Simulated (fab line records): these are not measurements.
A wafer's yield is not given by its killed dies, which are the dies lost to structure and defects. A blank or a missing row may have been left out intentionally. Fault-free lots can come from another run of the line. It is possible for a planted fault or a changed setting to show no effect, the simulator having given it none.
fab line records | flow n5Finfet
[record] lots = 4 wafers = 12 lastDay = 17
route steps=1938 shown BEOL_M4@1103 BEOL_M5@1112 PASSIVATION@1936
lots with no fault: from the same line, run without faults
startH: start of the lot's first displayed wafer, in hours after the record's first day | waitH: hours from the lot's prior step to this one | " repeats the value in the row above | L1.1+2: a row that stands for several wafers | - value missing, or start not given | * or withheld: withheld | < > ~ a bound
route shown NAME@n: a module of which the file shows steps, and the number in the route of the first | usual: mean/standard deviation of fault-free wafers | same: alike in all rows | chamber/n: place in a boat | sites: readings site by site | _std_site: how widely they spread, as a standard deviation | _edge_site: mean of outer sites minus mean of inner sites | radiusMm: how far each site lies from the wafer's centre | mask NAME#n: copy n | behind: the tool/chamber that last shaped the wafer | hold: the reason the lot was held/the length of the hold in hours/how it ended | device: the n, p or np transistor that did not switch | end of line: the route-end tests of the same wafers | for a step that has no rows: nothing shown but its recipe | killed: dies lost to structure and defects at the first sort, not the wafer's yield | map: shows each die of a wafer: x if killed, . if not, _ if none is there
set.NAME: the run value of the setting; set.NAME@STEP: its run value at that earlier step | model.NAME: the simulator's own value behind a step, which no gauge read
certain route steps with their lots: each step a table, each wafer a row
services: the hour from which a tool's chamber was out of use, counted from the record's first day as startH (under 0 if before that day), plus the number of hours and why
[[steps]]
[step N5_BEOL_M4_CMP_52]
[recipe] stopOn = SiOC tOverpolishS = 6.8 downForcePsi = 1 platenRpm = 50 clearingPlatenDownForcePsi = 1.5 clearingPlatenRpm = 50 postCmpClean = cuAlkaline targetThkNm = 40 clearingPlatenPadVelocityMS = 0.99484 padVelocityMS = 0.99484
[step N5_BEOL_M4_PRE_CLEAN_60]
[recipe] gas = NH3/H2 timeS = 15 tempC = * rfPowerW = 300
[step N5_BEOL_M4_CO_CAP_55]
[recipe] material = Co targetThkA = 20 tempC = 200 precursor = CCTBA/H2 pressureTorr = 30 timeS = 102.1
[step N5_BEOL_M4_PRE_CLEAN_56]
[recipe] gas = NH3 timeS = 15 tempC = withheld rfPowerW = 300
[step N5_BEOL_M4_DEP_57]
[recipe] material = SiCN targetThkA = 80 tempC = withheld precursor = 3MS/NH3 pressureTorr = 3 rfW = 202 timeS = 14
[step N5_BEOL_M5_ILD_DEP_00]
[recipe] material = SiCOH_lowk targetThkA = 1406.4 tempC = 300 precursor = DEMS/porogen pressureTorr = 5 rfW = 500 timeS = 25.9
[step N5_BEOL_M5_CURE_79]
[recipe] tempC = 385 timeS = 240 ambient = He/Ar material = SiCOH_lowk
[step N5_BEOL_M5_PECVD_70]
[recipe] material = SiO2 targetThkA = 160 tempC = 400 precursor = TEOS/O2 pressureTorr = 5.5 rfW = 450 teosFlowSccm = 53.8 gas = O2 flowSccm = 3000 timeS = 18
[usual] heaterPowerW = 791/130 showerheadPlenumPTorr = 8.84/0.086 throttleValvePct = 22.5/1.3
// columns lot.wafer tool chamber startH waitH heaterPowerW showerheadPlenumPTorr throttleValvePct
L286.1 pecvd-01 2 208.84 0.0 938 8.82 24.0
L286.2 " 1 " " 895 8.93 22.1
L286.6 " 2 " " 932 8.80 24.0
L286.1 pecvd-01 2 209.15 0.3 932 8.81 24.2
L286.2 " 1 " " 899 8.91 21.9
L286.6 " 2 " " 934 8.79 24.0
L291.1 pecvd-01 2 237.11 0.0 1000 8.81 23.8
L291.3 " 0 " " 703 8.93 22.2
L291.6 " 1 " " 823 8.90 22.0
L291.1 pecvd-01 2 237.34 0.2 985 8.77 24.0
L291.3 " 0 " " 683 8.92 21.9
L291.6 " 1 " " 814 8.92 22.3
L296.3 pecvd-01 2 264.05 0.0 1013 8.79 24.3
L296.4 " 0 " " 666 8.90 22.4
L296.5 " 1 " " 897 8.93 21.9
L304.2 pecvd-01 2 297.31 0.0 1039 8.80 24.8
L304.4 " 0 " " 686 8.93 22.2
L304.6 " 2 " " 1044 8.79 24.6
[step N5_BEOL_M5_HM_DEP_02]
[recipe] material = TiN targetThkA = 200 tempC = 25 chamberPressurePa = 0.49996
[step N5_BEOL_M5_COAT_59]
[recipe] resist = SOC tempC = 250 timeS = 60 spinRpm = 1500 resistThkNm = 60
[step N5_BEOL_M5_COAT_60]
[recipe] resist = SiARC tempC = 220 timeS = 60 spinRpm = 1500 resistThkNm = 12
[step N5_BEOL_M5_COAT_71]
[recipe] resist = underlayer tempC = 205 timeS = 60 spinRpm = 1500 resistThkNm = 5
[step N5_BEOL_M5_COAT_05]
[recipe] resist = CAR-EUV spinRpm = 1500 resistThkNm = 30
[step N5_BEOL_M5_EBR_07]
[recipe] solvent = PGMEA ebrWidthMm = 1.5
[step N5_BEOL_M5_SOFTBAKE_06]
[recipe] tempC = 110 timeS = 60 resist = CAR-EUV
[step N5_BEOL_M5_EXPOSE_08]
[recipe] maskId = M5 na = 0.33 sourceShape = annular sigmaInner = 0.4 sigmaOuter = 0.8 polarization = unpolarized targetCdNm = 28 doseMj = 35.75
[step N5_BEOL_M5_PEB_09]
[recipe] pebTempC = 100 pebTimeS = 60 resist = CAR-EUV
[step N5_BEOL_M5_DEVELOP_10]
[recipe] developTimeS = 30 developer = TMAH resist = CAR-EUV rinseLiquid = surfactantRinse dry = airSpin devTempC = 23
[step N5_BEOL_M5_DESCUM_16]
[recipe] chemistry = O2 timeS = 7 sourcePowerW = 50 biasPowerW = 20 pressureMtorr = 20 rfFrequencyHz = 2.712e+07 tempC = 40 resist = CAR-EUV o2FlowSccm = 225
[step N5_BEOL_M5_ETCH_72]
[recipe] chemistry = N2/H2 target = underlayer targetDepthA = 65 maskMaterial = CAR-EUV timeS = 5.2 ionEnergyEv = 200 pressureMtorr = 30 sourceW = 840 biasW = 150 n2FlowSccm = 200 h2FlowSccm = 200 ends = cleared
[step N5_BEOL_M5_ETCH_61]
[recipe] chemistry = CF4 target = SiARC targetDepthA = 156 maskMaterial = CAR-EUV timeS = 26 ionEnergyEv = 80 pressureMtorr = 40 sourceW = 545 biasW = 36 Ar_flow_sccm = 100 cf4FlowSccm = 100 ends = cleared
[step N5_BEOL_M5_ETCH_62]
[recipe] chemistry = N2/H2 target = SOC targetDepthA = 750 overetchA = 150 maskMaterial = SiARC tempC = 40 timeS = 112.5 ionEnergyEv = 200 pressureMtorr = 30 sourceW = 840 biasW = 150 n2FlowSccm = 200 h2FlowSccm = 200
[step N5_BEOL_M5_STRIP_63]
[recipe] chemistry = N2/H2 tempC = 40 n2FlowSccm = 200 h2FlowSccm = 200 rfFrequencyHz = 6e+07
[step N5_BEOL_M5_STRIP_73]
[recipe] chemistry = N2/H2 tempC = 40 n2FlowSccm = 200 h2FlowSccm = 200 rfFrequencyHz = 6e+07
[step N5_BEOL_M5_STRIP_64]
[recipe] chemistry = CF4 resist = SiARC powerW = 300 biasPowerW = 75 pressureMtorr = 50 cf4FlowSccm = 150 rfFrequencyHz = 6e+07
[step N5_BEOL_M5_HM_OPEN_17]
[recipe] chemistry = Cl2/BCl3 targetDepthA = 200 overetchA = 60 target = TiN maskMaterial = SOC ionEnergyEv = 150 pressureMtorr = 10 icpW = 1000 biasW = 126 Cl2_flow_sccm = 53.25 bcl3FlowSccm = 21.75 Ar_flow_sccm = 25
[step N5_BEOL_M5_STRIP_19]
[recipe] chemistry = O2 powerW = 400 tempC = 40 pressureMtorr = 30 rfFrequencyHz = 6e+07 biasPowerW = 0 overashFraction = 0.2 o2FlowSccm = 225
[step N5_BEOL_M5_COAT_65]
[recipe] resist = SOC tempC = 250 timeS = 60 spinRpm = 1500 resistThkNm = 60
[step N5_BEOL_M5_COAT_66]
[recipe] resist = SiARC tempC = 220 timeS = 60 spinRpm = 1500 resistThkNm = 12
[step N5_BEOL_M5_COAT_74]
[recipe] resist = underlayer tempC = 205 timeS = 60 spinRpm = 1500 resistThkNm = 5
[step N5_BEOL_M5_COAT_22]
[recipe] resist = CAR-EUV spinRpm = 1500 resistThkNm = 30
[step N5_BEOL_M5_EBR_24]
[recipe] solvent = PGMEA ebrWidthMm = 1.5
[step N5_BEOL_M5_SOFTBAKE_23]
[recipe] tempC = 110 timeS = 60 resist = CAR-EUV
[step N5_BEOL_M5_HM_STRIP_39]
[recipe] chemistry = peroxideTinStrip material = TiN targetDepthA = 250 tempC = 50 timeS = 158
// columns lot.wafer tool chamber startH waitH model.SiO2_of_BEOL_M5_PECVD_70.thkNm
L286.1+2 wetBench-01 4,3 213.10 0.0 31.8
L286.6 " 1 " " 32.2
L291.1+3 wetBench-04 3,4 239.55 0.0 32.4
L291.6 " 5 " " 32.8
L296.3 wetBench-03 5 274.88 0.0 16
L296.4+5 " 7,2 " " 16.2
L304.2+6 wetBench-01 2,3 300.64 0.0 15.8
L304.4 " 7 " " 16.2
[step N5_BEOL_M5_CMP_52]
[recipe] stopOn = SiCOH_lowk tOverpolishS = 6.9 downForcePsi = 1 platenRpm = 50 clearingPlatenDownForcePsi = 1.5 clearingPlatenRpm = 50 postCmpClean = cuAlkaline targetThkNm = 62 clearingPlatenPadVelocityMS = 0.99484 padVelocityMS = 0.99484
[usual] barrierFieldEndpointS = 24.6/0.63 clearingPlatenRpm = 50.004/0.023 headPressurePsi = 0.9998/0.0022 motorCurrentA = 5.9/0.61 overpolishRunS = 6.900/0.0086 timeToEndpointS = 63/3.4
// columns lot.wafer tool chamber startH waitH barrierFieldEndpointS clearingPlatenRpm headPressurePsi motorCurrentA overpolishRunS timeToEndpointS
L286.2 cmp-02 1 219.49 0.2 41.2 50.047 1.0013 5.4 0.038 64
L286.1 " 0 " " 41.2 50.004 0.9982 5.6 0.050 63
L286.6 " 1 " " 41.2 50.019 1.0019 5.2 0.035 65
L291.3 cmp-02 1 246.72 0.2 41.2 50.036 1.0053 5.5 0.041 67
L291.1 " 2 " " 41.2 50.051 1.0015 5.9 0.037 64
L291.6 " 0 " " 41.2 50.057 0.9978 6.2 0.047 64
L296.4 cmp-01 1 282.55 0.1 25.4 49.997 0.9959 5.4 6.899 64
L296.3 " 2 " " 25.4 50.000 1.0026 5.6 6.909 64
L296.5 " 2 " " 25.4 50.029 1.0010 5.6 6.897 66
L304.4 cmp-04 3 306.85 0.1 25.2 50.039 0.9966 6.4 6.896 63
L304.2 " 2 " " 24.3 50.037 0.9963 5.7 6.891 63
L304.6 " 3 " " 24.6 49.992 1.0006 6.1 6.888 65
[step N5_PASSIVATION_PROBE_49]
[usual] defectLimitedYield = 91.3/1.5 killed_at_M0_to_M3 = 34/10 killed_at_M4_up = 13/4.9 killedAtContacts = 13/6.1 killedAtFrontEnd = 39/13 killedAtOther = 4.1/2.7 killedDies = 103/18 killedOpen = 68/13 killedShort = 32/7.6 sort_bin_5_function = 5.2/1 sort_bin_6_memory = 3.2/0.75 sortNPass = 1077/18 sortYieldPct = 91.3/1.5
[same] grossDies = 1180 killedAtBackSide = 0 sort_bin_4_leakage[%] = 0 sort_bin_8_speed[%] = 0
// columns lot.wafer tool chamber startH waitH defectLimitedYield[%] killed_at_M0_to_M3 killed_at_M4_up killedAtContacts killedAtFrontEnd killedAtOther killedDies killedOpen killedShort sort_bin_5_function[%] sort_bin_6_memory[%] sortNPass sortYieldPct[%]
L286.1 prober-01 - 313.15 0.0 91.7 22 8 16 43 9 98 64 25 4.4 3.2 1082 91.7
L286.2 prober-01 - 313.20 0.1 92.0 26 16 9 37 6 94 61 29 4.9 2.5 1086 92.0
L286.6 prober-01 - 313.40 0.3 91.3 25 25 17 28 8 103 71 30 5.1 3.4 1077 91.3
L291.1 prober-01 - 334.92 0.0 92.1 35 16 4 34 4 93 59 33 4.2 3.2 1087 92.1
L291.3 prober-01 - 335.02 0.1 89.4 31 30 16 41 7 125 82 40 6.4 3.7 1055 89.4
L291.6 prober-01 - 335.17 0.3 91.9 40 15 5 31 5 96 58 37 4.8 3.0 1084 91.9
// killed by level:class
L286.1 MOL_CONTACT_COAG:geometricParticle:open=15 FIN_SAQP:geometricParticle:open=7 BEOL_M3:geometricParticle:open=7 STARTING-WAFER:geometricParticle:open=7 BEOL_M4:geometricParticle:open=6 FIN_SAQP:geometricParticle:short=5 DUMMY_GATE:geometricParticle:open=5 GATE_CUT:geometricParticle:open=5
L286.2 FIN_SAQP:geometricParticle:open=9 BEOL_M4:geometricParticle:open=9 MOL_CONTACT_COAG:geometricParticle:open=8 BEOL_M3:geometricParticle:open=7 GATE_CUT:geometricParticle:short=5 FIN_SAQP:geometricParticle:short=4 STI_FIN_REVEAL:geometricParticle:open=4 BEOL_M0_SAQP:geometricParticle:open=4
L286.6 MOL_CONTACT_COAG:geometricParticle:open=13 BEOL_M4:geometricParticle:open=13 FIN_SAQP:geometricParticle:open=10 BEOL_M3:geometricParticle:open=8 FIN_SAQP:geometricParticle:short=5 STI_FIN_REVEAL:geometricParticle:open=5 MOL_CONTACT_COAG:geometricParticle:short=4 BEOL_M0_SAQP:geometricParticle:short=4
L291.1 FIN_SAQP:geometricParticle:short=11 BEOL_M1:geometricParticle:open=7 BEOL_M4:geometricParticle:open=7 BEOL_M0_SAQP:geometricParticle:short=6 BEOL_M2:geometricParticle:open=6 BEOL_M0_SAQP:geometricParticle:open=5 BEOL_M3:geometricParticle:open=5 FIN_SAQP:geometricParticle:open=4
L291.3 BEOL_M4:geometricParticle:open=15 FIN_SAQP:geometricParticle:short=12 MOL_CONTACT_COAG:geometricParticle:open=11 FIN_SAQP:geometricParticle:open=8 BEOL_M2:geometricParticle:open=8 BEOL_M0_SAQP:geometricParticle:open=7 BEOL_M4:geometricParticle:short=6 BEOL_M0_SAQP:geometricParticle:short=5
L291.6 BEOL_M0_SAQP:geometricParticle:short=10 BEOL_M3:geometricParticle:open=9 FIN_SAQP:geometricParticle:short=7 BEOL_M0_SAQP:geometricParticle:open=6 BEOL_M4:geometricParticle:open=6 GATE_CUT:geometricParticle:short=5 MOL_CONTACT_COAG:geometricParticle:open=5 BEOL_M1:geometricParticle:open=5
[[services]]
// columns tool chamber startH hours kind
wetBench-04 - 186.98 0.9 repair
cmp-01 - 211.13 4.0 repair
cmp-04 - 216.75 7.7 pm
cmp-04 - 229.91 4.0 pm
cmp-04 - 233.91 - consumableReplace:conditioner
cmp-04 - 233.91 - consumableReplace:pad
cmp-02 - 248.31 0.8 repair
cmp-01 - 280.86 1.0 repair
pecvd-01 1 282.80 15.4 repair
cmp-04 - 283.62 0.9 repair
cmp-01 - 283.80 4.8 pm
pecvd-01 2 293.00 3.6 repair
wetBench-04 - 293.71 1.9 pm
[[key]]
[firstSign] step = N5_BEOL_M5_PECVD_70 reading = visit direction = added
[effect] step = N5_BEOL_M5_CMP_52 reading = overpolishRunS direction = down sigmas = 99+ usual = 6.900 struck = 0.041
[modelEffect] step = N5_BEOL_M5_HM_STRIP_39 value = SiO2_of_BEOL_M5_PECVD_70.thkNm without = 16.07 struck = 32.23
metAt N5_BEOL_M5_PECVD_70
struckWafers L286.1,L286.2,L286.6,L291.1,L291.3,L291.6
[fault] kind = repeatedStepWhole tool = pecvd-01,pecvd-02,pecvd-04 chamber = - onsetH = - steps = N5_BEOL_M5_PECVD_70 times = 1 scope = struckLotsOnly
